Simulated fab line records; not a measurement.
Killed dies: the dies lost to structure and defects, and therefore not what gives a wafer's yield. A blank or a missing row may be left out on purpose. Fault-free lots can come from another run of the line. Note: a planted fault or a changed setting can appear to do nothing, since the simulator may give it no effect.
Matching of chambers :: flow n5_finfet :: 4 sister chambers for N5_BEOL_M7_ETCH_61 on rie_diel-04
The step etches SiARC in CF4, target depth 45.5 nm, time 75.8 s. 14 wafers are shown with their chamber, then 7 later ones without.

== EACH WAFER AND ITS CHAMBER ==
wafer: L074.1
chamber: 2
showerhead_plenum_p_Torr (Torr): 2.05
drypump_motor_current_A (A): 5.7
throttle_valve_pct (%): 15.54

wafer: L074.3
chamber: 1
showerhead_plenum_p_Torr (Torr): 2.17
drypump_motor_current_A (A): 5.0
throttle_valve_pct (%): 15.50

wafer: L074.5
chamber: 1
showerhead_plenum_p_Torr (Torr): 2.17
drypump_motor_current_A (A): 5.0
throttle_valve_pct (%): 15.49

wafer: L081.1
chamber: 2
showerhead_plenum_p_Torr (Torr): 2.05
drypump_motor_current_A (A): 5.7
throttle_valve_pct (%): 15.53

wafer: L081.4
chamber: 0
showerhead_plenum_p_Torr (Torr): 2.22
drypump_motor_current_A (A): 6.1
throttle_valve_pct (%): 15.74

wafer: L081.5
chamber: 2
showerhead_plenum_p_Torr (Torr): 2.05
drypump_motor_current_A (A): 5.7
throttle_valve_pct (%): 15.54

wafer: L087.1
chamber: 2
showerhead_plenum_p_Torr (Torr): 2.05
drypump_motor_current_A (A): 5.7
throttle_valve_pct (%): 15.57

wafer: L087.5
chamber: 2
showerhead_plenum_p_Torr (Torr): 2.05
drypump_motor_current_A (A): 5.7
throttle_valve_pct (%): 15.55

wafer: L087.6
chamber: 3
showerhead_plenum_p_Torr (Torr): 2.06
drypump_motor_current_A (A): 6.6
throttle_valve_pct (%): 15.49

wafer: L088.4
chamber: 2
showerhead_plenum_p_Torr (Torr): 2.05
drypump_motor_current_A (A): 5.7
throttle_valve_pct (%): 15.57

wafer: L088.5
chamber: 1
showerhead_plenum_p_Torr (Torr): 2.17
drypump_motor_current_A (A): 5.0
throttle_valve_pct (%): 15.52

wafer: L088.6
chamber: 3
showerhead_plenum_p_Torr (Torr): 2.06
drypump_motor_current_A (A): 6.7
throttle_valve_pct (%): 15.51

wafer: L091.1
chamber: 3
showerhead_plenum_p_Torr (Torr): 2.06
drypump_motor_current_A (A): 6.6
throttle_valve_pct (%): 15.50

wafer: L091.2
chamber: 2
showerhead_plenum_p_Torr (Torr): 2.04
drypump_motor_current_A (A): 5.7
throttle_valve_pct (%): 15.58

SIGNATURES (means of the wafers above)
reading: showerhead_plenum_p_Torr
chamber 0: 2.2200
chamber 1: 2.1700
chamber 2: 2.0486
chamber 3: 2.0600
scatter within a chamber: 0.00293

reading: drypump_motor_current_A
chamber 0: 6.100
chamber 1: 5.000
chamber 2: 5.700
chamber 3: 6.633
scatter within a chamber: 0.0258

reading: throttle_valve_pct
chamber 0: 15.7400
chamber 1: 15.5033
chamber 2: 15.5543
chamber 3: 15.5000
scatter within a chamber: 0.0168
Rule: a wafer lies at a distance from a chamber equal to the root of the sum of squares, over the readings, of (its reading less the chamber's mean, divided by the reading's scatter). The wafer belongs to the nearest chamber; if the next one is less than 2 further off, it can't be placed. The scatter: the root of (the sum of the squares of (reading less its chamber's mean) over the shown wafers, divided by (wafers less chambers)).

== WAFERS WITH NO CHAMBER GIVEN ==
wafer: L091.3
showerhead_plenum_p_Torr (Torr): 2.17
drypump_motor_current_A (A): 5.0
throttle_valve_pct (%): 15.55

wafer: L091.4
showerhead_plenum_p_Torr (Torr): 2.06
drypump_motor_current_A (A): 6.7
throttle_valve_pct (%): 15.52

wafer: L091.5
showerhead_plenum_p_Torr (Torr): 2.04
drypump_motor_current_A (A): 5.7
throttle_valve_pct (%): 15.57

wafer: L091.6
showerhead_plenum_p_Torr (Torr): 2.17
drypump_motor_current_A (A): 5.0
throttle_valve_pct (%): 15.55

wafer: L090.2
showerhead_plenum_p_Torr (Torr): 2.17
drypump_motor_current_A (A): 5.0
throttle_valve_pct (%): 15.56

wafer: L090.3
showerhead_plenum_p_Torr (Torr): 2.21
drypump_motor_current_A (A): 6.0
throttle_valve_pct (%): 15.76

wafer: L090.5
showerhead_plenum_p_Torr (Torr): 2.21
drypump_motor_current_A (A): 6.1
throttle_valve_pct (%): 15.76

== WHICH CHAMBER EACH WENT THROUGH ==
wafer: L091.3
from the rows above: 1
in truth: 1

wafer: L091.4
from the rows above: 3
in truth: 3

wafer: L091.5
from the rows above: 2
in truth: 2

wafer: L091.6
from the rows above: 1
in truth: 1

wafer: L090.2
from the rows above: 1
in truth: 1

wafer: L090.3
from the rows above: 0
in truth: 0

wafer: L090.5
from the rows above: 0
in truth: 0
Correct placement for 7 of the 7. Not placeable from these rows: 0. Number placed wrongly: 0.
